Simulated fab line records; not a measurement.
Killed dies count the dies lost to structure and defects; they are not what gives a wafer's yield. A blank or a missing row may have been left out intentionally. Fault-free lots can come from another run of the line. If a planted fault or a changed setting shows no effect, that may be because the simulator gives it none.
Chamber matching | flow nand harc | NHARC_A_BONDPAD_STRIP_15 on rie diel-08 has 4 sister chambers
The step strips in O2. 4 wafers are shown with their chamber, then 8 later ones without.

== WAFERS, EACH WITH ITS CHAMBER ==
wafer  | chamber | showerhead plenum p Torr (Torr)
L078.1 | 0       | 3.41
L084.3 | 1       | 3.44
L084.4 | 2       | 3.71
L083.3 | 3       | 3.36

== WAFERS MISSING THEIR CHAMBER ==
wafer  | showerhead plenum p Torr (Torr)
L083.4 | 3.71
L083.5 | 3.36
L087.2 | 3.36
L087.4 | 3.44
L087.5 | 3.36
L093.1 | 3.36
L093.3 | 3.43
L093.5 | 3.36

== THE CHAMBER EACH PASSED THROUGH ==
wafer  | from the rows above | in truth
L083.4 | 2                   | 2
L083.5 | 3                   | 3
L087.2 | 3                   | 3
L087.4 | 1                   | 1
L087.5 | 3                   | 3
L093.1 | 3                   | 3
L093.3 | 1                   | 1
L093.5 | 3                   | 3
Correctly placed: 8 of 8. Left unplaced by these rows: 0. Wrongly placed: 0.
How it was worked out, from the rows above alone: a wafer's distance from a chamber is the root of the sum, over the readings, of the square of ((its reading less the chamber's mean) divided by the reading's scatter). The wafer belongs to the nearest chamber; if the next one is less than 2 further off, it can't be placed. The mean given for a chamber averages the wafers shown for that chamber. The scatter: with one shown wafer a chamber, the root of the mean of the squares of how far each hidden wafer lies from its nearest shown one.
